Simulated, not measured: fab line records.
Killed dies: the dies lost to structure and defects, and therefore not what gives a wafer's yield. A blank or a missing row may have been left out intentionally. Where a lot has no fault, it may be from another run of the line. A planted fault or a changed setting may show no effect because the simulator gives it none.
A struck lot beside a sound one | flow n5-finfet | 37 out of 1938 route steps
Sound: the wafers L683.1, L683.3, L683.5. Struck: wafers L690.1, L690.5 (left out: L690.6, a lot-mate that was not struck); the cause follows at the end.
Each step with rows lists, per side, the tool, then ch with its chambers, then its first start. Under that, the readings that differ: sound wafers | struck wafers | difference of the means | sigmas: that difference in standard deviations of wafers without a fault.
alike: readings whose means differ by less than 2 such deviations, and words and numbers that are the same on both sides. not compared: withheld readings, readings that some wafer has no value for, bounds like >300 that may hide the same value, and numbers for which the record gives no deviation and whose values overlap.
Wherever a step has rows on one side only, a row that says differs or no value, or a row with sigmas, the two part there. Non-overlapping numbers with no deviation appear without sigmas and do not part them. A reading missing from all wafers of one side parts the sides only when that side holds two or more wafers.

first, 9 steps without rows for these wafers: N5_BEOL_M3_COAT_05 (resist thk 30 nm); N5_BEOL_M3_EBR_07; N5_BEOL_M3_SOFTBAKE_06 (time 60 s); N5_BEOL_M3_EXPOSE_08 (exposes mask M3); N5_BEOL_M3_PEB_09 (peb time 60 s); N5_BEOL_M3_DEVELOP_10 (develop time 30 s); N5_BEOL_M3_DESCUM_16 (chemistry O2, time 7 s); N5_BEOL_M3_ETCH_74 (etches underlayer in N2/H2, target depth 6.5 nm, time 5.2 s); N5_BEOL_M3_ETCH_63 (etches SiARC in CF4, target depth 15.6 nm, time 26 s).
N5_BEOL_M3_ETCH_64: etches SOC in N2/H2, target depth 75 nm, overetch 15 nm, time 112.5 s.
  sound on rie-diel-03 ch 0,2,3, day 7 12:35; struck on rie-diel-03 ch 3, day 9 01:30
  reading                                    | sound     | struck  | difference | sigmas
  model.SiARC_of_BEOL_M3_COAT_62.thk-nm (nm) | 6.6 7 6.6 | 5.4 5.4 | -1.3       |
  model.BEOL_M3.cd-offset-nm (nm)            | 0 0 0     | 0.8 0.8 | +0.8       |
  alike: drypump-motor-current-A, oes-product-au, rf-vpp-V, showerhead-plenum-p-Torr, throttle-valve-pct
  not compared: rf-hours-counter-h
then, 3 steps without rows for these wafers: N5_BEOL_M3_STRIP_65 (strips in N2/H2); N5_BEOL_M3_STRIP_75 (strips in N2/H2); N5_BEOL_M3_STRIP_66 (strips in CF4).
N5_BEOL_M3_HM_OPEN_17: chemistry Cl2/BCl3, target TiN, target depth 20 nm, overetch 6 nm.
  sound on rie-metal-02 ch 0,1, day 7 12:45; struck on rie-metal-03 ch 0,1, day 9 01:40
  reading                         | sound             | struck      | difference | sigmas
  mfc-cl2-sccm (sccm)             | 53.58 53.63 53.48 | 53.35 52.95 | -0.41      | -3
  model.etch.depth-nm (nm)        | 19.96 20 20.12    | 17.18 17.34 | -2.77      |
  model.BEOL_M3.cd-offset-nm (nm) | 0 0.2 0.2         | 1 1         | +1         |
  alike: drypump-motor-current-A, oes-product-au, throttle-valve-pct
  not compared: rf-hours-counter-h
then, 21 steps without rows for these wafers: N5_BEOL_M3_STRIP_19 (strips in O2); N5_BEOL_M3_COAT_67 (time 60 s, resist thk 60 nm); N5_BEOL_M3_COAT_68 (time 60 s, resist thk 12 nm); N5_BEOL_M3_COAT_76 (time 60 s, resist thk 5 nm); N5_BEOL_M3_COAT_22 (resist thk 30 nm); N5_BEOL_M3_EBR_24; N5_BEOL_M3_SOFTBAKE_23 (time 60 s); N5_BEOL_M3_EXPOSE_25 (exposes mask V2, defocus 5 nm); N5_BEOL_M3_PEB_26 (peb time 60 s); N5_BEOL_M3_DEVELOP_27 (develop time 30 s); N5_BEOL_M3_DESCUM_33 (chemistry O2, time 7 s); N5_BEOL_M3_ETCH_77 (etches underlayer in N2/H2, target depth 6.5 nm, time 5.2 s); N5_BEOL_M3_ETCH_69 (etches SiARC in CF4, target depth 15.6 nm, time 26 s); N5_BEOL_M3_ALD_98 (deposits SiO2, target thk 2.5 nm, pulse time 1 s, co reactant pulse time 1 s); N5_BEOL_M3_ETCHBACK_99 (etches SiO2 in CHF3, target depth 5 nm, time 10.4 s); N5_BEOL_M3_ETCH_70 (etches SOC in N2/H2, target depth 80 nm, overetch 16 nm, time 120 s); N5_BEOL_M3_STRIP_71 (strips in N2/H2); N5_BEOL_M3_STRIP_78 (strips in N2/H2); N5_BEOL_M3_VIA_ETCH_34 (etches the open film in C4F6/O2, target depth 69.4 nm, time 65.9 s); N5_BEOL_M3_STRIP_83 (strips in C4F6/O2); N5_BEOL_M3_STRIP_36 (strips in N2/H2).
N5_BEOL_M3_CD_MEAS_35: target cd 18 nm, target cd y 21 nm.
  sound on cd-sem-02 at day 7 16:47; struck on cd-sem-02 at day 10 03:42
  reading    | sound          | struck    | difference | sigmas
  cd-nm (nm) | 18.2 18.2 18.0 | 18.7 19.0 | +0.7       | +2
N5_BEOL_M4_RC_MEAS_101:
  sound on prober-01 ch 0, day 8 22:01; struck on prober-01 ch 0, day 11 05:59
  alike: DIBL_N, DIBL_P, IOFF_N, IOFF_P, ION_N, ION_P, SS_N, SS_P, VT_N, VT_P

WHERE THEY PART
Last at N5_BEOL_M3_CD_MEAS_35 as far as this record goes, first at N5_BEOL_M3_HM_OPEN_17. Later steps at which nothing parts them and some readings are alike: N5_BEOL_M4_RC_MEAS_101.

WHY: the cause the simulator had injected
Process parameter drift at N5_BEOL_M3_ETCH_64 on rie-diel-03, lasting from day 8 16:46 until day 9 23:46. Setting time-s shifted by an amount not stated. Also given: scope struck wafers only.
